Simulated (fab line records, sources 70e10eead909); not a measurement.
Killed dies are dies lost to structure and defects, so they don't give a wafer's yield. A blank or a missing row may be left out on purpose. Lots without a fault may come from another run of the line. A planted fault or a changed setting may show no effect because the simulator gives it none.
Which tool did it? | flow nand_harc | 12 lots, 36 wafers sampled, at 4 steps of a route of 1302

WHAT THE GAUGES READ, wafer by wafer
The record holds no reading of a measuring or inspecting step that can be judged against a usual standard deviation.

WHICH TOOL RAN EACH LOT (tool, then ch and the chambers of the sampled wafers, then the start)
lot  | NHARC_HYBRID_BOND_ACTIVATE_00      | NHARC_THIN_TSV_ETCHBACK_48         | NHARC_THIN_TSV_PRE_CLEAN_50             | NHARC_THIN_TSV_ANNEAL_52
L663 | rie_diel-11 ch 1,2,3, day 24 04:17 | rie_diel-13 ch 0,1,3, day 24 17:44 | pvd_sputter-02, day 24 19:28 or earlier | rtp_anneal-01 ch 0, day 24 19:28
L667 | rie_diel-06 ch 2,3, day 26 16:52   | rie_diel-08 ch 1,2,3, day 27 08:16 | pvd_sputter-03, day 27 09:55 or earlier | rtp_anneal-02 ch 0, day 27 09:55
L668 | rie_diel-06 ch 0,1, day 27 01:11   | rie_diel-08 ch 0,2,3, day 27 15:38 | pvd_sputter-03, day 27 17:22 or earlier | rtp_anneal-02 ch 0, day 27 17:22
L674 | rie_diel-06 ch 0,1, day 29 09:41   | rie_diel-10 ch 0,2,3, day 30 00:22 | pvd_sputter-01, day 30 02:11 or earlier | rtp_anneal-02 ch 0, day 30 02:11
L676 | rie_diel-11 ch 0,2,3, day 30 00:28 | rie_diel-13 ch 0,1, day 30 15:05   | pvd_sputter-01, day 30 16:51 or earlier | rtp_anneal-02 ch 0, day 30 16:51
L677 | rie_diel-11 ch 0,2,3, day 30 21:52 | rie_diel-08 ch 1,2, day 31 14:44   | pvd_sputter-03, day 31 16:27 or earlier | rtp_anneal-02 ch 0, day 31 16:27
L678 | rie_diel-11 ch 0,2,3, day 30 23:08 | rie_diel-08 ch 1,2,3, day 31 13:19 | pvd_sputter-01, day 31 15:07 or earlier | rtp_anneal-02 ch 0, day 31 15:07
L679 | rie_diel-11 ch 0,2,3, day 31 03:56 | rie_diel-08 ch 0,1,3, day 32 04:46 | pvd_sputter-01, day 32 06:28 or earlier | rtp_anneal-01 ch 0, day 32 06:28
L680 | rie_diel-11 ch 0,1,3, day 31 05:39 | rie_diel-13 ch 0,3, day 32 06:26   | pvd_sputter-02, day 32 08:26 or earlier | rtp_anneal-01 ch 0, day 32 08:26
L681 | rie_diel-11 ch 1,2, day 31 14:20   | rie_diel-13 ch 1,2, day 32 07:44   | pvd_sputter-01, day 32 09:33 or earlier | rtp_anneal-01 ch 0, day 32 09:33
L682 | rie_diel-11 ch 0,1,3, day 32 09:43 | rie_diel-10 ch 0,2, day 33 00:41   | pvd_sputter-02, day 33 02:22 or earlier | rtp_anneal-01 ch 0, day 33 02:22
L683 | rie_diel-06 ch 0,1,3, day 33 02:32 | rie_diel-10 ch 0,3, day 33 15:17   | pvd_sputter-01, day 33 17:02 or earlier | rtp_anneal-01 ch 0, day 33 17:02
- NHARC_HYBRID_BOND_ACTIVATE_00: chemistry N2, time 60 s.
- NHARC_THIN_TSV_ETCHBACK_48: etches the open film in C4F8/Ar, target depth 1028.5 nm, time 405.17 s.
- NHARC_THIN_TSV_PRE_CLEAN_50: time 30 s.
- NHARC_THIN_TSV_ANNEAL_52: time 90 s.

WHAT THE TOOLS THEMSELVES READ (means of the sampled wafers that have a number; where no wafer has one, the mark that the record gives instead)
NHARC_HYBRID_BOND_ACTIVATE_00.
lot  | tool        | drypump_motor_current_A (A) | n2_flow_sccm (sccm) | oes_product_au (a.u.) | rf_vpp_V (V) | showerhead_plenum_p_Torr (Torr)
L663 | rie_diel-11 | 5.8                         | 200.1               | 1.004                 | 64.2         | 1.71
L667 | rie_diel-06 | 6.5                         | 199.6               | 1.007                 | 63.6         | 1.77
L668 | rie_diel-06 | 5.5                         | 200.7               | 1.004                 | 63.9         | 1.81
L674 | rie_diel-06 | 5.2                         | 200.4               | 1.009                 | 64.7         | 1.73
L676 | rie_diel-11 | 5.6                         | 199.9               | 1.001                 | 64.2         | 1.73
L677 | rie_diel-11 | 5.6                         | 199.8               | 1.003                 | 64.3         | 1.73
L678 | rie_diel-11 | 5.6                         | 200.1               | 1.004                 | 63.9         | 1.73
L679 | rie_diel-11 | 5.6                         | 200.0               | 0.998                 | 64.0         | 1.73
L680 | rie_diel-11 | 5.3                         | 199.8               | 0.997                 | 63.0         | 1.66
L681 | rie_diel-11 | 6.3                         | 200.0               | 1.000                 | 64.0         | 1.79
L682 | rie_diel-11 | 5.3                         | 200.4               | 0.999                 | 64.0         | 1.66
L683 | rie_diel-06 | 5.8                         | 199.8               | 1.005                 | 64.0         | 1.74

NHARC_THIN_TSV_ETCHBACK_48.
lot  | tool        | oes_product_au (a.u.) | rf_vpp_V (V)
L663 | rie_diel-13 | 0.93                  | 549
L667 | rie_diel-08 | 0.93                  | 549
L668 | rie_diel-08 | 0.93                  | 547
L674 | rie_diel-10 | 0.92                  | 549
L676 | rie_diel-13 | 1.00                  | 549
L677 | rie_diel-08 | 0.99                  | 547
L678 | rie_diel-08 | 0.96                  | 548
L679 | rie_diel-08 | 0.96                  | 547
L680 | rie_diel-13 | 0.93                  | 550
L681 | rie_diel-13 | 0.92                  | 547
L682 | rie_diel-10 | 0.92                  | 546
L683 | rie_diel-10 | 1.00                  | 550

NHARC_THIN_TSV_PRE_CLEAN_50.
lot  | tool           | heater_power_w (W)
L663 | pvd_sputter-02 | 390
L667 | pvd_sputter-03 | 430
L668 | pvd_sputter-03 | 410
L674 | pvd_sputter-01 | 421
L676 | pvd_sputter-01 | 447
L677 | pvd_sputter-03 | 411
L678 | pvd_sputter-01 | 451
L679 | pvd_sputter-01 | 452
L680 | pvd_sputter-02 | 403
L681 | pvd_sputter-01 | 444
L682 | pvd_sputter-02 | 427
L683 | pvd_sputter-01 | 434

NHARC_THIN_TSV_ANNEAL_52.
lot  | tool          | wafer_temp_C_max
L663 | rtp_anneal-01 | 225.84
L667 | rtp_anneal-02 | 226.15
L668 | rtp_anneal-02 | 226.07
L674 | rtp_anneal-02 | 226.27
L676 | rtp_anneal-02 | 226.42
L677 | rtp_anneal-02 | 226.28
L678 | rtp_anneal-02 | 225.94
L679 | rtp_anneal-01 | 225.90
L680 | rtp_anneal-01 | 225.97
L681 | rtp_anneal-01 | 225.81
L682 | rtp_anneal-01 | 226.00
L683 | rtp_anneal-01 | 225.95

THE ANSWER, worked out from the rows above alone
Rule: what is usual is taken from the lots themselves. Put in order of their means at a reading, lots are off if they are a third of the lots or fewer, leave a main group of 4 or more, and stand apart from it by a gap of 3 or more times the standard deviation of the main group's means; of several such gaps the widest counts. A main group whose means are all the same, to the digits that the tables above print for the reading, isn't used. A lot without any number at a reading at which 4 lots or more have one is off too. The other lots that the step has rows for count as sound. The gauges are gone through in route order, then the tools' own readings, and for those a lot's mean is taken as printed above. The first step at which some lot is off is used, and at that step the reading that is off furthest; a lot without a number counts as furthest.
No lot is off at any reading shown: from this, nothing can be told.

WHAT THE SIMULATOR HAD PUT IN
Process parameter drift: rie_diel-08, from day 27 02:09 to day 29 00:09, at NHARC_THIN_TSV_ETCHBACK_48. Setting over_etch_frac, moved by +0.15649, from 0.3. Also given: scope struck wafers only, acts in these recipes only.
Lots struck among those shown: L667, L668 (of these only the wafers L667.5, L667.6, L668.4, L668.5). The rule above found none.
